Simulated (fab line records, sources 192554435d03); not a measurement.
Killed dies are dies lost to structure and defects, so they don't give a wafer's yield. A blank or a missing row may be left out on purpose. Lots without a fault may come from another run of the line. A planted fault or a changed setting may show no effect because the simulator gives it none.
fab line records | flow n5_finfet
record lots=5 wafers=15 last_day=17
route steps=1938 shown SDB@365 DUMMY_REMOVAL@377 HKMG_FIN@385 GATE_CUT@469 BEOL_M4@1111 PASSIVATION@1936
lots that met no fault: from a run of the same line without faults
start_h: hours from the record's first day to the start of the lot's first wafer shown | wait_h: hours since the lot's step before | " the same as in the row above | L1.1+2: a row that stands for several wafers | - no value, or no start given | * or withheld: withheld | < > ~ a bound
route shown NAME@n: a module of which the file shows steps, and the number in the route of the first | usual: mean/standard deviation of fault-free wafers | same: alike in all rows | chamber/n: place in a boat | sites: the reading at each site | _std_site: their standard deviation | _edge_site: outer sites' mean less inner sites' | radius_mm: how far each site lies from the wafer's centre | mask NAME#n: copy n | behind: the tool/chamber that last shaped the wafer | hold: why the lot was held/for how many hours/how that ended | device: the transistor (n, p or np) that didn't switch | end of line: the same wafers' tests at the end of the route | a step without rows: its recipe alone | killed: dies lost to structure and defects at the first sort, not the wafer's yield | map: a wafer's dies, x killed, . not, _ none there
set.NAME: the setting as run; set.NAME@STEP: as run at that earlier step | model.NAME: the simulator's own value behind a step, which no gauge read
lots at some steps of the route; a table a step, a row a wafer
services: from which hour (start_h, from the record's first day; less than 0 if before it) a tool's chamber was out of use, for how many hours, and why
## steps
# step N5_SDB_STRIP_22
# recipe chemistry=N2/H2 power_w=1000 temp_c=250 h2_frac=0.65 overash_fraction=0.3 pressure_mtorr=withheld n2_flow_sccm=1750 h2_flow_sccm=3250
# step N5_SDB_PRECLEAN_23
# recipe chemistry=dHF time_s=30 temp_c=25 dilution=withheld
# step N5_SDB_DUMMY_REMOVE_24
# recipe chemistry=TMAH temp_c=70 target=poly-Si stop_on=SiO2 target_depth_nm=142 conc_wt_pct=5 time_s=57 dry=ipa_marangoni rinse_time_s=30 rinse_temp_c=23
# step N5_SDB_ETCH_25
# recipe chemistry=C4F6/O2 target=SiO2 target_depth_a=100 time_s=3.3 ion_energy_ev=250 mask_material=SiNx pressure_mtorr=30 source_w=345 bias_w=185 Ar_flow_sccm=300 C4F6_flow_sccm=10 O2_flow_sccm=10
# step N5_SDB_CUT_ETCH_26
# recipe chemistry=HBr/Cl2/O2 target=Si target_depth_a=1296 bt_time_s=20 mask_material=SiNx time_s=51.8 ion_energy_ev=* bias_w=* pressure_mtorr=10 icp_w=800 HBr_flow_sccm=150 Cl2_flow_sccm=80 O2_flow_sccm=12
# step N5_SDB_PRECLEAN_38
# recipe chemistry=dHF time_s=10 dilution=750:1 temp_c=25
# step N5_SDB_PRECLEAN_39
# recipe chemistry=O3/DIW time_s=45 temp_c=22 o3_ppm=10
# step N5_SDB_SRD_28
# recipe dry=ipa_marangoni time_s=30 temp_c=23 rinse_liquid=diw
# step N5_SDB_ALD_29
# recipe material=SiNx target_thk_a=300 temp_c=400 ald_precursor_family=SiH2I2 ald_co_reactant=N2/H2-plasma pulse_time_s=1 ald_cycles=600 purge_time_s=2 co_reactant_purge_time_s=2 pressure_torr=2
# step N5_SDB_CMP_30
# recipe stop_on=poly-Si t_overpolish_s=1.54 post_cmp_clean=alkaline_brush down_force_psi=4.1491 platen_rpm=51.796 pad_velocity_m_s=1.0306 target_thk_nm=30
# step N5_DUMMY_REMOVAL_HM_STRIP_01
# recipe chemistry=CH3F/O2 material=SiNx target_depth_a=40 stop_on=poly-Si time_s=6.8 over_etch_frac=0.3 ion_energy_ev=60 power_w=410 bias_w=29 Ar_flow_sccm=150 CH3F_flow_sccm=30 O2_flow_sccm=20
# usual CH3F_flow_sccm=30.01/0.092 O2_flow_sccm=20.01/0.061 drypump_motor_current_A=5.9/0.42 oes_product_au=0.62/0.05 over_etch_frac=0.3/0 rf_vpp_V=127.7/0.99 showerhead_plenum_p_Torr=2.04/0.056 throttle_valve_pct=16.41/0.29
# columns lot.wafer tool chamber start_h wait_h CH3F_flow_sccm O2_flow_sccm drypump_motor_current_A oes_product_au over_etch_frac rf_hours_counter_h rf_vpp_V showerhead_plenum_p_Torr throttle_valve_pct model.SiNx_of_SDB_ALD_29.thk_nm
L378.2 rie_diel-03 0 138.64 0.0 - - - - - - - - - 29.8
L378.4 " 3 " " - - - - - - - - - 29.8
L378.5 " 1 " " - - - - - - - - - 29.8
L379.1 rie_diel-04 3 144.47 0.0 - - - - - - - - - 30
L379.2 " 2 " " - - - - - - - - - 30
L379.6 " 1 " " - - - - - - - - - 30
L380.2 rie_diel-06 2 149.14 0.0 - - - - - - - - - 30
L380.3 " 1 " " - - - - - - - - - 29.8
L380.6 " 1 " " - - - - - - - - - 29.8
L384.2 rie_diel-06 2 174.15 0.0 29.86 19.93 5.5 0.65 0.3 76 127.6 1.94 16.24 29.6
L384.3 " 1 " " 30.04 20.08 5.3 0.61 0.3 137 126.7 2.02 16.41 29.6
L384.4 " 3 " " 29.84 20.11 6.0 0.58 0.3 195 126.6 1.90 16.62 29.4
L387.1 rie_diel-06 3 189.55 0.1 29.98 20.09 6.0 0.58 0.3 200 127.3 1.90 16.63 29.4
L387.3 " 0 " " 30.04 19.92 5.4 0.59 0.3 193 126.2 1.99 16.78 29.4
L387.5 " 2 " " 29.99 20.02 5.5 0.66 0.3 - 127.1 1.94 16.26 29.4
# step N5_DUMMY_REMOVAL_STRIP_10
# recipe chemistry=N2/H2 time_s=40 power_w=100 temp_c=40 pressure_mtorr=100 rf_frequency_hz=6e+07 bias_power_w=3 n2_flow_sccm=300 h2_flow_sccm=300
# step N5_DUMMY_REMOVAL_PRECLEAN_07
# recipe chemistry=dHF time_s=30 temp_c=25 dilution=withheld
# step N5_DUMMY_REMOVAL_DUMMY_REMOVE_02
# recipe chemistry=TMAH temp_c=70 target=poly-Si stop_on=SiO2 target_depth_nm=142 conc_wt_pct=5 time_s=57 dry=ipa_marangoni rinse_time_s=30 rinse_temp_c=23
# step N5_DUMMY_REMOVAL_INSPECT_06
# recipe inspect_instrument=brightfield mode=aei
# usual raw_defect_count=13/6.8
# columns lot.wafer tool chamber start_h wait_h raw_defect_count
L378.2 defect_inspect-01 - 138.84 0.0 122
L378.4 " - " " 142
L378.5 " - " " 141
L379.1 defect_inspect-02 - 144.67 0.0 127
L379.2 " - " " 128
L379.6 " - " " 162
L380.2 defect_inspect-02 - 149.34 0.0 141
L380.3 " - " " 160
L380.6 " - " " 143
L384.2 defect_inspect-02 - 174.35 0.0 4
L384.3 " - " " 5
L384.4 " - " " 17
L387.1 defect_inspect-01 - 189.75 0.0 14
L387.3 " - " " 21
L387.5 " - " " 12
# step N5_DUMMY_REMOVAL_PRECLEAN_08
# recipe chemistry=NF3:NH3 afs_cycles=2 temp_c=30 time_s=20 sublimation_temp_c=180 sublimation_time_s=60 pressure_torr=3 rf_power_w=30
# step N5_DUMMY_REMOVAL_PRECLEAN_04
# recipe chemistry=DHF time_s=37 temp_c=25 dilution=500:1
# step N5_DUMMY_REMOVAL_SRD_05
# recipe dry=ipa_marangoni do_ppb=5 time_s=30 temp_c=23 rinse_liquid=diw
# step N5_HKMG_FIN_IL_REGROW_00
# recipe material=SiO2 target_thk_a=7.5 chemistry=O3 temp_c=withheld time_s=30
# step N5_HKMG_FIN_HK_ALD_01
# recipe material=HfO2 target_thk_a=16 temp_c=withheld ald_precursor_family=HfCl4 ald_co_reactant=H2O pulse_time_s=3 purge_time_s=3 co_reactant_purge_time_s=2.5 co_reactant_pulse_time_s=0.3 ald_cycles=30
# step N5_HKMG_FIN_HK_ANNEAL_02
# recipe temp_c=700 time_s=30 ambient=N2 idle_temp_c=600 ramp_up_c_per_s=150 ramp_down_c_per_s=60 cool_to_c=600
# step N5_HKMG_FIN_ALD_74
# recipe material=La2O3 target_thk_a=5 temp_c=250 ald_precursor_family=La-Cp ald_co_reactant=O3 pulse_time_s=6 co_reactant_pulse_time_s=1 purge_time_s=3 co_reactant_purge_time_s=3
# step N5_HKMG_FIN_ALD_75
# recipe material=Al2O3 target_thk_a=10 temp_c=150 ald_precursor_family=TMA ald_co_reactant=H2O pulse_time_s=withheld co_reactant_pulse_time_s=1
# step N5_HKMG_FIN_COAT_41
# recipe resist=SOC temp_c=250 time_s=60 spin_rpm=1500 resist_thk_nm=300
# step N5_HKMG_FIN_COAT_42
# recipe resist=SiARC temp_c=220 time_s=60 spin_rpm=1500 resist_thk_nm=35
# step N5_HKMG_FIN_COAT_43
# recipe resist=CAR-ArF spin_rpm=1500 resist_thk_nm=90
# step N5_HKMG_FIN_EBR_45
# recipe solvent=PGMEA ebr_width_mm=1.5
# step N5_HKMG_FIN_SOFTBAKE_44
# recipe temp_c=110 time_s=60 resist=CAR-ArF
# step N5_HKMG_FIN_EXPOSE_46
# recipe mask_id=NDIPOLE na=1.35 source_shape=conventional sigma_outer=0.8 polarization=unpolarized dose_mj=40
# step N5_HKMG_FIN_PEB_47
# recipe peb_temp_c=withheld peb_time_s=60 resist=CAR-ArF
# step N5_HKMG_FIN_DEVELOP_48
# recipe develop_time_s=30 developer=TMAH resist=CAR-ArF rinse_liquid=diw dry=air_spin dev_temp_c=23
# step N5_HKMG_FIN_DESCUM_53
# recipe chemistry=O2 time_s=7.9 source_power_w=50 bias_power_w=20 pressure_mtorr=20 rf_frequency_hz=2.712e+07 temp_c=40 resist=CAR-ArF o2_flow_sccm=225
# step N5_HKMG_FIN_ETCH_54
# recipe chemistry=CF4 target=SiARC target_depth_a=455 mask_material=CAR-ArF time_s=75.8 ion_energy_ev=80 pressure_mtorr=40 source_w=545 bias_w=36 Ar_flow_sccm=100 cf4_flow_sccm=100 ends=cleared
# step N5_HKMG_FIN_ETCH_55
# recipe chemistry=N2/H2 target=SOC target_depth_a=2400 temp_c=40 time_s=300 ion_energy_ev=200 mask_material=SiARC pressure_mtorr=30 source_w=840 bias_w=150 n2_flow_sccm=200 h2_flow_sccm=200
# step N5_HKMG_FIN_STRIP_56
# recipe chemistry=N2/H2 temp_c=40 n2_flow_sccm=200 h2_flow_sccm=200 rf_frequency_hz=6e+07
# step N5_HKMG_FIN_STRIP_57
# recipe chemistry=CF4 resist=SiARC power_w=300 bias_power_w=75 pressure_mtorr=50 cf4_flow_sccm=150 rf_frequency_hz=6e+07
# step N5_HKMG_FIN_ETCH_58
# recipe chemistry=N2/H2 target=SOC target_depth_a=2158 ion_energy_ev=50 bias_w=13 time_s=741 pressure_mtorr=30 source_w=875 n2_flow_sccm=200 h2_flow_sccm=200
# step N5_GATE_CUT_ETCH_58
# recipe chemistry=CH3F/O2 target=SiNx target_depth_a=170 time_s=128.6 ion_energy_ev=50 pressure_mtorr=30 source_w=415 bias_w=21 Ar_flow_sccm=150 CH3F_flow_sccm=30 O2_flow_sccm=20
# usual O2_flow_sccm=20.00/0.059 drypump_motor_current_A=5.9/0.41 oes_product_au=0.75/0.068 rf_vpp_V=99.3/0.93 showerhead_plenum_p_Torr=2.04/0.048 throttle_valve_pct=16.40/0.29
# columns lot.wafer tool chamber start_h wait_h O2_flow_sccm drypump_motor_current_A oes_product_au rf_hours_counter_h rf_vpp_V showerhead_plenum_p_Torr throttle_valve_pct model.SiNx_of_SDB_ALD_29.thk_nm
L378.2 rie_diel-04 0 148.44 0.1 19.98 6.1 0.86 56 100.1 2.02 15.82 25
L378.4 " 1 " " 20.06 6.4 0.75 133 99.4 2.11 16.40 25
L378.5 " 0 " " 20.02 6.1 0.86 - 98.2 2.02 15.81 25
L379.1 rie_diel-04 1 154.22 0.2 20.02 6.3 0.76 135 99.8 2.11 16.39 25
L379.2 " 3 " " 20.06 5.3 0.75 178 99.3 2.07 16.64 25
L379.6 " 0 " " 19.96 6.1 0.87 - 99.7 2.02 15.81 25
L380.2 rie_diel-03 1 159.96 0.2 20.07 5.7 0.69 192 100.4 2.07 16.46 25.2
L380.3 " 0 " " 19.99 6.2 0.70 228 99.8 2.06 16.66 25
L380.6 " 3 " " 19.98 6.3 0.67 - 99.3 2.05 16.34 25
L384.2 rie_diel-06 3 185.22 0.0 20.02 6.0 0.70 199 98.9 1.90 16.61 24.8
L384.3 " 1 " " 20.01 5.3 0.74 141 98.3 2.02 16.40 24.8
L384.4 " 0 " " 20.00 5.4 0.72 191 99.2 1.99 16.75 24.6
L387.1 rie_diel-04 2 199.64 0.1 19.94 6.4 0.68 239 99.4 2.05 16.69 24.6
L387.3 " 0 " " 20.11 6.1 0.85 73 99.9 2.02 15.84 24.6
L387.5 " 2 " " 20.08 6.4 0.68 - 100.4 2.05 16.68 24.4
# step N5_BEOL_M4_RC_MEAS_101
# usual DIBL_N=36.3/1.8 DIBL_P=36.5/2.1 IOFF_N=0.16/0.031 IOFF_P=0.22/0.038 ION_N=677/12 ION_P=466/7.8 SS_N=71.5/0.61 SS_P=73.2/0.7 VT_N=249/3 VT_P=-248.9/3
# columns lot.wafer tool chamber start_h wait_h DIBL_N[mV/V] DIBL_P[mV/V] IOFF_N[nA/um] IOFF_P[nA/um] ION_N[uA/um] ION_P[uA/um] SS_N[mV/dec] SS_P[mV/dec] VT_N[mV] VT_P[mV]
L378.2 prober-02 0 248.87 0.2 36.3 35.4 0.18 0.22 698 473 71.0 73.7 247 -249.2
L378.4 " 0 " " 36.6 35.6 0.18 0.23 686 470 71.3 73.3 246 -248.0
L378.5 " 0 " " 33.6 32.0 0.12 0.18 670 466 70.5 72.1 252 -246.7
L379.1 prober-01 0 248.99 0.0 34.7 34.1 0.12 0.18 667 459 71.1 72.5 255 -251.3
L379.2 " 0 " " 36.5 35.9 0.14 0.22 678 470 71.6 73.2 250 -247.4
L379.6 " 0 " " 36.4 37.0 0.15 0.24 677 468 71.5 73.6 251 -248.7
L380.2 prober-01 0 264.05 0.2 36.7 35.1 0.15 0.21 663 463 71.4 73.7 251 -250.2
L380.3 " 0 " " 39.5 39.3 0.22 0.29 689 476 72.7 74.1 247 -245.2
L380.6 " 0 " " 36.9 35.9 0.15 0.22 669 471 72.7 74.0 249 -251.2
L384.2 prober-01 0 281.80 0.2 37.6 36.4 0.19 0.24 674 467 70.9 73.4 247 -246.8
L384.3 " 0 " " 37.2 36.3 0.18 0.24 689 471 71.5 72.4 249 -247.9
L384.4 " 0 " " 36.9 36.1 0.17 0.25 687 482 71.7 72.9 247 -246.1
L387.1 prober-02 0 300.42 0.0 35.6 35.4 0.16 0.23 679 464 71.0 73.6 249 -247.2
L387.3 " 0 " " 33.9 34.9 0.15 0.21 683 468 70.3 72.7 249 -247.9
L387.5 " 0 " " 32.0 31.9 0.11 0.18 666 468 70.4 72.0 249 -250.1
# step N5_PASSIVATION_PROBE_49
# usual defect_limited_yield=91.2/1.5 killed_at_M0_to_M3=33/9.6 killed_at_M4_up=14/5.6 killed_at_contacts=14/5.5 killed_at_front_end=40/13 killed_at_other=4/3 killed_dies=104/17 killed_open=68/13 killed_short=33/7.2 sort_bin_5_function=5.2/0.95 sort_bin_6_memory=3.3/0.62 sort_n_pass=1076/17 sort_yield_pct=91.2/1.5
# same gross_dies=1180 killed_at_back_side=0 sort_bin_4_leakage[%]=0 sort_bin_8_speed[%]=0
# columns lot.wafer tool chamber start_h wait_h defect_limited_yield[%] killed_at_M0_to_M3 killed_at_M4_up killed_at_contacts killed_at_front_end killed_at_other killed_dies killed_open killed_short sort_bin_5_function[%] sort_bin_6_memory[%] sort_n_pass sort_yield_pct[%]
L379.1 prober-02 - 346.85 0.0 93.4 16 8 13 33 8 78 55 23 3.5 3.1 1102 93.4
L379.2 prober-02 - 346.90 0.1 92.0 27 10 13 41 3 94 59 35 4.8 2.8 1086 92.0
L379.6 prober-02 - 347.10 0.3 92.6 12 11 13 50 1 87 59 28 4.5 2.7 1093 92.6
L378.2 prober-01 - 360.29 0.1 89.7 48 15 11 39 8 121 88 31 6.4 3.5 1059 89.7
L378.4 prober-01 - 360.39 0.2 92.1 18 18 18 36 3 93 66 26 4.7 3.1 1087 92.1
L378.5 prober-01 - 360.44 0.2 91.9 27 11 28 26 4 96 62 34 4.8 3.2 1084 91.9
L380.2 prober-01 - 372.62 0.1 92.2 37 9 11 32 3 92 64 24 4.7 2.9 1088 92.2
L380.3 prober-01 - 372.67 0.1 90.6 34 11 14 43 9 111 61 47 5.3 3.8 1069 90.6
L380.6 prober-01 - 372.82 0.3 91.3 32 8 23 34 6 103 65 27 4.7 3.4 1077 91.3
L387.5 prober-02 - 409.69 0.2 89.8 32 9 22 57 0 120 79 40 5.8 4.1 1060 89.8
# killed by level:class
L379.1 MOL_CONTACT_COAG:geometric_particle:open=10 DUMMY_GATE:geometric_particle:open=8 FIN_SAQP:geometric_particle:open=7 GATE_CUT:geometric_particle:short=6 STI_FIN_REVEAL:geometric_particle:open=5 BEOL_M2:geometric_particle:open=5 BEOL_M0_SAQP:geometric_particle:open=4 MOL_CONTACT_COAG:geometric_particle:short=3
L379.2 MOL_CONTACT_COAG:geometric_particle:open=10 DUMMY_GATE:geometric_particle:open=9 GATE_CUT:geometric_particle:short=8 BEOL_M2:geometric_particle:open=8 STI_FIN_REVEAL:geometric_particle:open=6 BEOL_M0_SAQP:geometric_particle:open=5 FIN_SAQP:geometric_particle:open=4 BEOL_M0_SAQP:geometric_particle:short=4
L379.6 FIN_SAQP:geometric_particle:open=11 MOL_CONTACT_COAG:geometric_particle:open=10 FIN_SAQP:geometric_particle:short=8 GATE_CUT:geometric_particle:short=8 STARTING-WAFER:geometric_particle:open=6 STI_FIN_REVEAL:geometric_particle:open=5 DUMMY_GATE:geometric_particle:open=5 BEOL_M2:geometric_particle:open=4
L378.2 BEOL_M2:geometric_particle:open=20 FIN_SAQP:geometric_particle:short=13 ILD0:geometric_particle:open=8 MOL_CONTACT_COAG:geometric_particle:open=8 BEOL_M1:geometric_particle:open=8 BEOL_M3:geometric_particle:open=7 BEOL_M4:geometric_particle:open=7 FIN_SAQP:geometric_particle:open=6
L378.4 MOL_CONTACT_COAG:geometric_particle:open=17 FIN_SAQP:geometric_particle:open=11 BEOL_M4:geometric_particle:open=8 STARTING-WAFER:geometric_particle:open=5 STI_FIN_REVEAL:geometric_particle:open=4 BEOL_M2:geometric_particle:open=4 FIN_SAQP:geometric_particle:short=3 ILD0:geometric_particle:short=3
L378.5 MOL_CONTACT_COAG:geometric_particle:open=21 MOL_CONTACT_COAG:geometric_particle:short=7 BEOL_M2:geometric_particle:open=7 BEOL_M0_SAQP:geometric_particle:open=5 BEOL_M5:geometric_particle:short=4 STARTING-WAFER:geometric_particle:short=4 STARTING-WAFER:geometric_particle:open=4 STI_FIN_REVEAL:geometric_particle:open=3
L380.2 STI_FIN_REVEAL:geometric_particle:open=10 BEOL_M0_SAQP:geometric_particle:open=9 BEOL_M2:geometric_particle:open=9 BEOL_M0_SAQP:geometric_particle:short=8 MOL_CONTACT_COAG:geometric_particle:open=8 BEOL_M1:geometric_particle:open=6 DUMMY_GATE:geometric_particle:open=5 FIN_SAQP:geometric_particle:open=3
L380.3 GATE_CUT:geometric_particle:short=11 BEOL_M0_SAQP:geometric_particle:open=11 MOL_CONTACT_COAG:geometric_particle:open=10 BEOL_M0_SAQP:geometric_particle:short=8 FIN_SAQP:geometric_particle:short=7 FIN_SAQP:geometric_particle:open=6 BEOL_M1:geometric_particle:open=5 PASS1_DEP:geometric_particle:short=5
L380.6 MOL_CONTACT_COAG:geometric_particle:open=18 STI_FIN_REVEAL:geometric_particle:open=9 BEOL_M2:geometric_particle:open=8 BEOL_M1:geometric_particle:open=6 BEOL_M0_SAQP:geometric_particle:short=5 STARTING-WAFER:geometric_particle:open=5 HKMG_FIN:area_etch=5 BEOL_M0_SAQP:geometric_particle:open=4
L387.5 STI_FIN_REVEAL:geometric_particle:open=28 MOL_CONTACT_COAG:geometric_particle:open=18 BEOL_M0_SAQP:geometric_particle:short=8 BEOL_M3:geometric_particle:open=7 BEOL_M0_SAQP:geometric_particle:open=6 FIN_SAQP:geometric_particle:open=5 FIN_SAQP:geometric_particle:short=5 BEOL_M1:geometric_particle:short=5
## services
# columns tool chamber start_h hours kind
rie_diel-04 - 122.71 2.8 pm
rie_diel-03 3 166.76 - clean
rie_diel-03 3 166.76 - consumable_replace:focus_ring
## key
first_sign step=N5_DUMMY_REMOVAL_HM_STRIP_01 reading=tool_record direction=missing
effect step=N5_DUMMY_REMOVAL_INSPECT_06 reading=raw_defect_count direction=up sigmas=19 usual=13 struck=141
model_effect step=N5_DUMMY_REMOVAL_HM_STRIP_01 value=SiNx_of_SDB_ALD_29.thk_nm without=29.29 struck=29.89
model_effect step=N5_GATE_CUT_ETCH_58 value=SiNx_of_SDB_ALD_29.thk_nm without=24.6 struck=25.02
met_at N5_DUMMY_REMOVAL_HM_STRIP_01
struck_wafers L378.2,L378.4,L378.5,L379.1,L379.2,L379.6,L380.2,L380.3,L380.6
fault kind=skipped_step_whole tool=rie_diel-03,rie_diel-04,rie_diel-06 chamber=- onset_h=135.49 steps=N5_DUMMY_REMOVAL_HM_STRIP_01 scope=struck_lots_only
